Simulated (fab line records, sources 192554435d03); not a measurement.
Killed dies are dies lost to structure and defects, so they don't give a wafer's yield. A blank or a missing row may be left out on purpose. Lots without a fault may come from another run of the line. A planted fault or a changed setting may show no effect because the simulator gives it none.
Chamber matching | flow n5_finfet | N5_BEOL_M5_DESCUM_16 on rie_diel-01: 4 sister chambers
The step chemistry O2, time 7 s. 7 wafers are shown with their chamber, then 7 later ones without.

WAFERS WITH THEIR CHAMBER
wafer  | chamber | drypump_motor_current_A (A) | showerhead_plenum_p_Torr (Torr)
L077.2 | 2       | 5.0                         | 2.04
L083.4 | 3       | 4.7                         | 2.03
L088.1 | 2       | 4.9                         | 2.04
L088.4 | 1       | 5.8                         | 2.00
L089.3 | 3       | 4.7                         | 2.02
L095.1 | 0       | 5.7                         | 2.17
L095.4 | 0       | 5.7                         | 2.17

WAFERS WITHOUT THEIR CHAMBER
wafer  | drypump_motor_current_A (A) | showerhead_plenum_p_Torr (Torr)
L095.5 | 5.8                         | 1.99
L093.3 | 5.7                         | 2.17
L093.4 | 5.7                         | 2.17
L093.6 | 5.8                         | 1.99
L096.3 | 5.8                         | 1.99
L096.4 | 4.7                         | 2.02
L096.6 | 4.7                         | 2.02

WHICH CHAMBER EACH WENT THROUGH
wafer  | from the rows above | in truth
L095.5 | 1                   | 1
L093.3 | 0                   | 0
L093.4 | 0                   | 0
L093.6 | 1                   | 1
L096.3 | 1                   | 1
L096.4 | 3                   | 3
L096.6 | 3                   | 3
Placed correctly: 7 of 7. Can't be placed from these rows: 0. Placed wrongly: 0.
How it was worked out, from the rows above alone: a wafer's distance from a chamber is the root of the sum, over the readings, of the square of ((its reading less the chamber's mean) divided by the reading's scatter). The wafer belongs to the nearest chamber; if the next one is less than 2 further off, it can't be placed. A chamber's mean is the mean of its shown wafers. The scatter: the root of (the sum of the squares of (reading less its chamber's mean) over the shown wafers, divided by (wafers less chambers)).
